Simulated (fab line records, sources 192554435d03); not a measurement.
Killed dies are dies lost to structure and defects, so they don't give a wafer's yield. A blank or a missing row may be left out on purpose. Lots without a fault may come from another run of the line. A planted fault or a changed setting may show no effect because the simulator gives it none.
A struck lot beside a sound one | flow n5_finfet | 39 steps out of a route of 1938
Sound: wafers L109.2, L109.4, L109.5. Struck: wafers L100.2, L100.4. (L100.3 of the same lot was not struck and is left out.) The cause comes at the end.
At each step with rows: each side's tool, then ch and its chambers, then its first start. Under that, the readings that differ: sound wafers | struck wafers | difference of the means | sigmas: that difference in standard deviations of wafers without a fault.
alike: readings whose means differ by less than 2 such deviations, and words and numbers that are the same on both sides. not compared: withheld readings, readings that some wafer has no value for, bounds like >300 that may hide the same value, and numbers for which the record gives no deviation and whose values overlap.
The two part at a step that has a row with sigmas, a row that says differs or no value, or rows on one side only. Numbers that don't overlap but have no deviation are shown without sigmas and don't part them. A reading that every wafer of one side lacks parts them only if that side has two wafers or more.

first, 9 steps without rows for these wafers: N5_MOL_CONTACT_COAG_SPUTTER_130 (material Co, target thk 47.5 nm); N5_MOL_CONTACT_COAG_PRECLEAN_125 (cleans in DIW, time 57.5 s); N5_MOL_CONTACT_COAG_SRD_126 (dry time 32 s); N5_MOL_CONTACT_COAG_CMP_23 (polishes, stops on SiO2, t overpolish 1.5 s, target thk 0 nm); N5_MOL_CONTACT_COAG_WET_ETCH_26 (target Co, target depth 13 nm); N5_MOL_CONTACT_COAG_WET_ETCH_116 (etches the open film in SC1-inhibited, target depth 4.6 nm, rinse time 30 s); N5_MOL_CONTACT_COAG_ALD_27 (deposits SiOC, target thk 17 nm, pulse time 1.5 s, time 2720 s); N5_MOL_CONTACT_COAG_CMP_28 (polishes, stops on SiNx, t overpolish 0.85 s, target thk 14.522 nm); N5_MOL_CONTACT_COAG_ALD_123 (deposits SiNx, target thk 5 nm, pulse time 1 s, purge time 2 s).
N5_MOL_CONTACT_COAG_PECVD_31: deposits SiO2 from TEOS/O2, target thk 46 nm, time 8.9 s.
  sound on pecvd-02 ch 0,1, day 9 21:10; struck on pecvd-04 ch 1, day 7 13:20
  reading                                             | sound          | struck | difference | sigmas
  model.SiO2_of_MOL_CONTACT_COAG_PECVD_31.thk_nm (nm) | 45.8 46.2 47.2 | 40 41  | -6         |
then, 19 steps without rows for these wafers: N5_MOL_CONTACT_COAG_COAT_75 (time 60 s, resist thk 60 nm); N5_MOL_CONTACT_COAG_COAT_76 (time 60 s, resist thk 10 nm); N5_MOL_CONTACT_COAG_COAT_77 (time 60 s, resist thk 10 nm); N5_MOL_CONTACT_COAG_COAT_78 (resist thk 40 nm); N5_MOL_CONTACT_COAG_EBR_80; N5_MOL_CONTACT_COAG_SOFTBAKE_79 (time 60 s); N5_MOL_CONTACT_COAG_EXPOSE_81 (exposes mask VG, defocus 0 nm); N5_MOL_CONTACT_COAG_PEB_82 (peb time 60 s); N5_MOL_CONTACT_COAG_DEVELOP_83 (develop time 30 s); N5_MOL_CONTACT_COAG_DESCUM_88 (chemistry O2, time 7 s); N5_MOL_CONTACT_COAG_ETCH_89 (etches underlayer in N2/H2, target depth 13 nm, time 10.4 s); N5_MOL_CONTACT_COAG_ETCH_90 (etches SiARC in CF4, target depth 13 nm, time 21.7 s); N5_MOL_CONTACT_COAG_ALD_131 (deposits SiO2, target thk 5 nm, pulse time 1 s, co reactant pulse time 1 s); N5_MOL_CONTACT_COAG_ETCHBACK_132 (etches SiO2 in CHF3, target depth 10 nm, time 6.7 s); N5_MOL_CONTACT_COAG_ETCH_91 (etches SOC in N2/H2, target depth 60 nm, overetch 21 nm, time 101.2 s); N5_MOL_CONTACT_COAG_STRIP_92 (strips in N2/H2); N5_MOL_CONTACT_COAG_STRIP_93 (strips in N2/H2); N5_MOL_CONTACT_COAG_ETCHBACK_135 (etches SiO2 in CHF3, target depth 25 nm, time 16.7 s); N5_MOL_CONTACT_COAG_STRIP_118 (strips in CHF3).
N5_MOL_CONTACT_COAG_VIA_ETCH_46: etches SiO2 in C4F6/O2, target depth 46 nm, overetch 9.2 nm, time 40 s.
  sound on rie_diel-05 ch 0,2, day 9 23:19; struck on rie_diel-02 ch 2,3, day 7 14:46
  reading                  | sound             | struck     | difference | sigmas
  model.etch.depth_nm (nm) | 45.89 46.26 47.13 | 40.06 40.9 | -5.95      |
  alike: C4F6_flow_sccm, drypump_motor_current_A, oes_product_au, rf_fwd_power_W, rf_vpp_V, showerhead_plenum_p_Torr, throttle_valve_pct
  not compared: rf_hours_counter_h
then, 5 steps without rows for these wafers: N5_MOL_CONTACT_COAG_STRIP_96 (strips in N2/H2); N5_MOL_CONTACT_COAG_ETCH_47 (etches SiNx in CH3F/O2, stops on W, target depth 27 nm); N5_MOL_CONTACT_COAG_STRIP_119 (strips in N2/H2, time 30 s); N5_MOL_CONTACT_COAG_PRECLEAN_144 (cleans in alkaline clean, time 60 s); N5_MOL_CONTACT_COAG_SRD_145 (time 30 s).
N5_MOL_CONTACT_COAG_CMP_52: polishes, stops on SiO2, t overpolish 1.5 s, target thk 66.5 nm.
  sound on cmp-01 ch 0,1,2, day 10 02:01; struck on cmp-01 ch 0,2, day 7 16:50
  reading                                             | sound        | struck  | difference | sigmas
  model.SiO2_of_MOL_CONTACT_COAG_PECVD_31.thk_nm (nm) | 43.8 44.2 45 | 38 38.8 | -6         |
  alike: motor_current_A
  not compared: pad_life_wafers
N5_MOL_CONTACT_COAG_THK_MEAS_53:
  sound on film_metro-01, day 10 02:17; struck on film_metro-01, day 7 17:08
  reading          | sound          | struck    | difference | sigmas
  VIA_MOL_THK (nm) | 43.9 44.2 45.1 | 38.0 38.8 | -6.0       | -10
-- the record jumps here: 2 days lie between the struck wafers' starts before and after (it left off in module MOL_CONTACT_COAG and takes up again in module BEOL_M4, whose first step shown is number 1111 of the route) --
N5_BEOL_M4_RC_MEAS_101:
  sound on prober-01 ch 0, day 12 14:20; struck on prober-02 ch 0, day 10 04:09
  alike: DIBL_N, DIBL_P, IOFF_N, IOFF_P, ION_N, ION_P, SS_N, SS_P, VT_N, VT_P
-- the record jumps here: 4 days lie between the struck wafers' starts before and after (it left off in module BEOL_M4 and takes up again in module PASSIVATION, whose first step shown is number 1936 of the route) --
N5_PASSIVATION_PROBE_49:
  sound on prober-01, day 17 07:51; struck on prober-01, day 14 00:15
  reading      | sound          | struck    | difference | sigmas
  killed_dies  | 94 93 87       | 124 130   | +36        | +2
  killed_short | 24 14 23       | 48 44     | +26        | +3
  sort_n_pass  | 1086 1087 1093 | 1056 1050 | -36        | -2
  alike: defect_limited_yield, killed_at_M0_to_M3, killed_at_M4_up, killed_at_contacts, killed_at_front_end, killed_at_other, killed_open, sort_bin_5_function, sort_bin_6_memory, sort_yield_pct

WHERE THEY PART
First at N5_MOL_CONTACT_COAG_THK_MEAS_53; last, within this record, at N5_PASSIVATION_PROBE_49.

WHY: what the simulator had put in
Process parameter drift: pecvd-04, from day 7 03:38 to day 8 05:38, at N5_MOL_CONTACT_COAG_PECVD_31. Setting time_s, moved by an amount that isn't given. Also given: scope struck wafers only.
